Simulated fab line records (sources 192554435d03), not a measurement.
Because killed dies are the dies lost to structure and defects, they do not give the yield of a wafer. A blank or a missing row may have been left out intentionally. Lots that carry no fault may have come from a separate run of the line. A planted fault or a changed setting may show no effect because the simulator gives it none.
fab line records    flow n5Finfet
record: lots: 6  wafers: 16  lastDay: 17
route steps=1938 shown BEOL_M0@729 BEOL_M4@1111
lots that met no fault: from a run of the same line without faults
startH: start of the lot's first displayed wafer, in hours after the record's first day    waitH: time in hours since the lot's previous step    " same as the row above    L1.1+2: a row that stands for several wafers    - value missing, or start not given    * or withheld: withheld    < > ~ a bound
route shown NAME@n: NAME is a module with steps in the file, n the number in the route of the first one    usual: average and standard deviation across the fault-free wafers    same: alike in all rows    chamber/n: place in a boat    sites: the reading at each site    _std_site: standard deviation of those values    _edge_site: mean of outer sites minus mean of inner sites    radiusMm: for every site, how far away it sits from the centre of the wafer    mask NAME#n: copy n    behind: the tool/chamber that last shaped the wafer    hold: reason for holding the lot/hours on hold/outcome of the hold    device: the n, p or np transistor that did not switch    end of line: at the end of the route, the tests of the same wafers    step lacking rows: just its recipe    killed: the dies lost at the first sort to structure and to defects; this is not the yield of the wafer    map: a wafer's dies, marking killed ones x, the rest . and places with no die _
set.NAME: setting as actually run; set.NAME@STEP: the setting as run at that earlier step    model.NAME: the simulator's own value behind a step, which no gauge read
lots seen at some steps along the route; tables by step, rows by wafer
services: from which hour (startH, from the record's first day; less than 0 if before it) a tool's chamber was out of use, for how many hours, and why
== steps ==
step: N5_BEOL_M0_DEGAS_112
recipe: ambient: vacuum  tempC: 250  timeS: 60
step: N5_BEOL_M0_PRE_CLEAN_113
recipe: gas: H2/He  timeS: 30  tempC: 250
usual: heaterPowerW: 327/37
lot.wafer  tool           chamber  startH  waitH  heaterPowerW
L246.2     pvdSputter-02  -        132.38  0.0    319
L246.3     "              -        "       "      359
L246.4     "              -        "       "      304
L249.2     pvdSputter-03  -        153.25  0.0    347
L249.4     "              -        "       "      352
L249.6     "              -        "       "      355
L250.2     pvdSputter-01  -        160.68  0.0    373
L250.3     "              -        "       "      283
L250.5     "              -        "       "      286
L257.3     pvdSputter-03  -        202.37  0.0    327
L257.4     "              -        "       "      348
L258.3     pvdSputter-01  -        207.95  0.0    247
L258.6     "              -        "       "      389
L263.2     pvdSputter-03  -        236.46  0.0    330
L263.3     "              -        "       "      336
L263.5     "              -        "       "      331
step: N5_BEOL_M0_ALD_136
recipe: material: TaN  targetThkA: *  tempC: 275  aldPrecursorFamily: PDMAT  aldCoReactant: NH3  pressureTorr: 3  carrierFlowSccm: 1500  pulseTimeS: 2  purgeTimeS: 3  coReactantPurgeTimeS: 2  coReactantPulseTimeS: 3  aldCycles: 30  precursorVesselTempC: 75  precursorVesselPressureTorr: 26.25  precursorVesselCarrierSccm: 1000
step: N5_BEOL_M0_SURFACE_TREAT_137
recipe: gas: Ar  timeS: *  ionEnergyEv: *  ionCurrentMaCm2: 0.5  pressureMtorr: *  arFlowSccm: 30
usual: throttleValvePct: *
lot.wafer  tool           chamber  startH  waitH  throttleValvePct
L246.2     pvdSputter-02  -        133.37  0.6    *
L246.3     "              -        "       "      *
L246.4     "              -        "       "      *
L249.2     pvdSputter-01  -        153.58  0.2    *
L249.4     "              -        "       "      *
L249.6     "              -        "       "      *
L250.2     pvdSputter-01  -        160.99  0.1    *
L250.3     "              -        "       "      *
L250.5     "              -        "       "      *
L257.3     pvdSputter-03  -        202.67  0.1    *
L257.4     "              -        "       "      *
L258.3     pvdSputter-02  -        208.31  0.2    *
L258.6     "              -        "       "      *
L263.2     pvdSputter-02  -        237.01  0.2    *
L263.3     "              -        "       "      *
L263.5     "              -        "       "      *
step: N5_BEOL_M0_CVD_115
recipe: material: Co  targetThkA: *  tempC: withheld  precursor: CCTBA/H2  pressureTorr: 30  timeS: 120
step: N5_BEOL_M0_SPUTTER_116
recipe: material: Cu  targetThkA: 40  tempC: -20  chamberPressurePa: 0.07  powerW: withheld  timeS: 7.37
step: N5_BEOL_M0_ANNEAL_117
recipe: tempC: 400  timeS: 60  ambient: vacuum
step: N5_BEOL_M0_SPUTTER_132
recipe: material: Cu  targetThkA: 40  tempC: -20  chamberPressurePa: 0.07  powerW: withheld  timeS: 7.37
step: N5_BEOL_M0_ANNEAL_133
recipe: tempC: 400  timeS: 60  ambient: vacuum
usual: heaterPowerW: 814/110
lot.wafer  tool           chamber  startH  waitH  heaterPowerW
L246.2     pvdSputter-03  -        134.63  0.0    843
L246.3     "              -        "       "      825
L246.4     "              -        "       "      887
L249.2     pvdSputter-01  -        153.98  0.0    965
L249.4     "              -        "       "      703
L249.6     "              -        "       "      627
L250.2     pvdSputter-03  -        162.17  0.0    854
L250.3     "              -        "       "      894
L250.5     "              -        "       "      873
L257.3     pvdSputter-03  -        203.17  0.0    880
L257.4     "              -        "       "      829
L258.3     pvdSputter-02  -        208.71  0.0    749
L258.6     "              -        "       "      792
L263.2     pvdSputter-01  -        238.98  0.0    939
L263.3     "              -        "       "      911
L263.5     "              -        "       "      716
step: N5_BEOL_M0_SPUTTER_134
recipe: material: Cu  targetThkA: 40  tempC: -20  chamberPressurePa: 0.07  powerW: withheld  timeS: 7.37
step: N5_BEOL_M0_ANNEAL_135
recipe: tempC: 400  timeS: 60  ambient: vacuum
usual: heaterPowerW: 815/110
lot.wafer  tool           chamber  startH  waitH  heaterPowerW
L246.2     pvdSputter-03  -        134.75  0.0    839
L246.3     "              -        "       "      791
L246.4     "              -        "       "      871
L249.2     pvdSputter-01  -        154.10  0.0    914
L249.4     "              -        "       "      720
L249.6     "              -        "       "      614
L250.2     pvdSputter-03  -        162.29  0.0    854
L250.3     "              -        "       "      896
L250.5     "              -        "       "      871
L257.3     pvdSputter-03  -        206.25  3.0    877
L257.4     "              -        "       "      804
L258.3     pvdSputter-02  -        208.83  0.0    755
L258.6     "              -        "       "      795
L263.2     pvdSputter-01  -        239.10  0.0    941
L263.3     "              -        "       "      938
L263.5     "              -        "       "      709
step: N5_BEOL_M0_SPUTTER_141
recipe: material: Cu  targetThkA: 40  tempC: -20  chamberPressurePa: 0.07  powerW: withheld  timeS: 7.37
usual: chuckGasFlowSccm: 1.27/0.055  throttleValvePct: 30.1/1
lot.wafer  tool           chamber  startH  waitH  chuckGasFlowSccm  throttleValvePct
L246.2     pvdSputter-03  -        134.79  0.0    1.33              31.1
L246.3     "              -        "       "      1.28              29.9
L246.4     "              -        "       "      1.23              28.5
L249.2     pvdSputter-01  -        154.14  0.0    1.30              29.4
L249.4     "              -        "       "      1.23              31.9
L249.6     "              -        "       "      1.22              29.9
L250.2     pvdSputter-03  -        162.33  0.0    1.25              28.4
L250.3     "              -        "       "      1.27              30.7
L250.5     "              -        "       "      1.24              28.8
L257.3     pvdSputter-03  -        206.29  0.0    1.28              28.4
L257.4     "              -        "       "      1.21              30.0
L258.3     pvdSputter-02  -        208.87  0.0    1.23              30.5
L258.6     "              -        "       "      1.19              28.1
L263.2     pvdSputter-01  -        239.14  0.0    1.28              29.5
L263.3     "              -        "       "      1.28              29.9
L263.5     "              -        "       "      1.31              31.9
step: N5_BEOL_M0_ECD_118
recipe: material: Cu  targetThkA: 3000
lot.wafer  tool      chamber  startH  waitH  model.Cu_of_BEOL_M0_ECD_118.thkNm
L246.2     ecdCu-01  0        134.91  0.1    298
L246.3     "         1        "       "      300.4
L246.4     "         0        "       "      301.8
L249.2     ecdCu-01  0        154.26  0.1    299
L249.4     "         0        "       "      295.8
L249.6     "         0        "       "      295.6
L250.2     ecdCu-02  1        162.45  0.1    302.2
L250.3     "         0        "       "      301.8
L250.5     "         0        "       "      298.8
L257.3     ecdCu-02  0        206.43  0.1    303.8
L257.4     "         1        "       "      424.8
L258.3     ecdCu-02  1        209.01  0.1    299
L258.6     "         1        "       "      423.6
L263.2     ecdCu-01  0        239.26  0.1    295.2
L263.3     "         0        "       "      298.4
L263.5     "         1        "       "      302.6
step: N5_BEOL_M0_ANNEAL_119
recipe: tempC: 225  timeS: 90  ambient: N2
step: N5_BEOL_M0_CMP_120
recipe: stopOn: SiOC  tOverpolishS: 6.9  downForcePsi: 1  platenRpm: 50  clearingPlatenDownForcePsi: 1.5  clearingPlatenRpm: 50  postCmpClean: cuAlkaline  clearingPlatenPadVelocityMS: 0.99484  padVelocityMS: 0.99484
usual: motorCurrentA: 6.0/0.78  timeToEndpointS: 61.1/2.6
lot.wafer  tool    chamber  startH  waitH  motorCurrentA  timeToEndpointS
L246.2     cmp-02  3        135.29  0.2    5.4            62.8
L246.4     "       1        "       "      6.2            63.8
L246.3     "       2        "       "      5.1            61.2
L249.2     cmp-02  2        154.91  0.3    5.3            57.0
L249.4     "       0        "       "      4.9            53.8
L249.6     "       2        "       "      5.3            57.4
L250.2     cmp-04  2        163.00  0.3    6.7            61.1
L250.3     "       0        "       "      5.6            59.8
L250.5     "       1        "       "      6.1            59.3
L257.4     cmp-03  3        206.79  0.1    7.8            83.6
L257.3     "       0        "       "      5.7            62.1
L258.3     cmp-03  0        209.67  0.3    5.8            62.6
L258.6     "       3        "       "      8.1            85.9
L263.3     cmp-04  3        239.94  0.3    5.9            62.8
L263.2     "       1        "       "      6.1            60.4
L263.5     "       3        "       "      5.7            58.9
step: N5_BEOL_M4_RC_MEAS_101
usual: DIBL_N: 36.3/1.6  DIBL_P: 36.5/1.6  IOFF_N: 0.163/0.026  IOFF_P: 0.22/0.033  ION_N: 676/9.9  ION_P: 464/6.5  SS_N: 71.5/0.5  SS_P: 73.3/0.64  VT_N: 249.3/2.9  VT_P: -250/3.2
lot.wafer  tool       chamber  startH  waitH  DIBL_N[mV/V]  DIBL_P[mV/V]  IOFF_N[nA/um]  IOFF_P[nA/um]  ION_N[uA/um]  ION_P[uA/um]  SS_N[mV/dec]  SS_P[mV/dec]  VT_N[mV]  VT_P[mV]
L246.2     prober-01  0        200.31  0.2    35.0          36.0          0.166          0.20           675           458           71.8          73.5          250.1     -250
L246.3     "          0        "       "      34.6          35.3          0.157          0.18           672           459           72.0          73.3          249.7     -251
L246.4     "          0        "       "      35.8          37.9          0.195          0.22           692           466           72.3          73.9          245.3     -250
L249.2     prober-01  0        215.17  0.2    37.9          38.1          0.192          0.24           692           469           71.4          73.9          246.2     -250
L249.4     "          0        "       "      36.6          36.7          0.164          0.20           680           459           71.3          73.6          250.6     -252
L249.6     "          0        "       "      37.8          37.2          0.185          0.21           673           458           72.2          72.7          246.5     -254
L250.2     prober-01  0        225.02  0.5    37.6          37.2          0.177          0.27           676           470           71.9          73.7          249.2     -244
L250.3     "          0        "       "      38.8          38.8          0.200          0.31           682           468           72.0          73.7          247.6     -244
L250.5     "          0        "       "      37.2          36.7          0.164          0.27           666           466           72.2          73.2          250.9     -244
L258.3     prober-02  0        266.63  0.3    36.2          35.8          0.147          0.18           660           450           71.4          73.0          255.2     -252
L258.6     "          0        "       "      34.6          35.0          0.136          0.17           671           461           71.1          72.8          249.9     -255
L257.3     prober-02  0        271.06  0.3    38.8          38.6          0.221          0.25           688           465           72.2          73.3          246.4     -249
L257.4     "          0        "       "      36.6          36.2          0.177          0.21           673           457           72.2          73.1          248.0     -252
L263.2     prober-01  0        304.34  0.2    36.2          39.3          0.170          0.23           669           460           71.8          74.0          246.4     -248
L263.3     "          0        "       "      35.7          38.4          0.167          0.22           679           460           71.3          73.0          249.9     -248
L263.5     "          0        "       "      35.8          38.8          0.165          0.22           681           468           71.3          74.3          249.0     -250
== services ==
tool           chamber  startH  hours  kind
ecdCu-02       -        112.31  1.6    repair
cmp-03         -        115.28  1.9    repair
cmp-03         -        122.34  0.2    repair
pvdSputter-03  -        123.26  7.9    repair
cmp-04         -        134.97  0.8    repair
pvdSputter-02  -        137.70  5.1    repair
cmp-04         -        145.28  1.4    repair
cmp-03         -        150.85  4.0    pm
cmp-03         -        154.85  -      consumableReplace:conditioner
cmp-03         -        154.85  -      consumableReplace:pad
cmp-02         -        160.82  0.3    repair
cmp-04         -        191.68  0.3    repair
ecdCu-01       -        198.98  2.6    repair
cmp-02         -        205.70  5.9    pm
== key ==
firstSign: step: N5_BEOL_M0_CMP_120  reading: timeToEndpointS  direction: up  sigmas: 9.2  usual: *  struck: *
effect none on later readings
modelEffect: step: N5_BEOL_M0_ECD_118  value: Cu_of_BEOL_M0_ECD_118.thkNm  without: 300.3  struck: 424.2
metAt N5_BEOL_M0_ECD_118
struckWafers L257.4,L258.6
onsetBetween 162.45 206.43
fault: kind: processParameterDrift  tool: ecdCu-02  chamber: -  onsetH: 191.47  steps: N5_BEOL_M0_ECD_118  channel: targetThkA  offset: *  shape: step  endH: 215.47  scope: struckWafersOnly  actsIn: *  stated: *
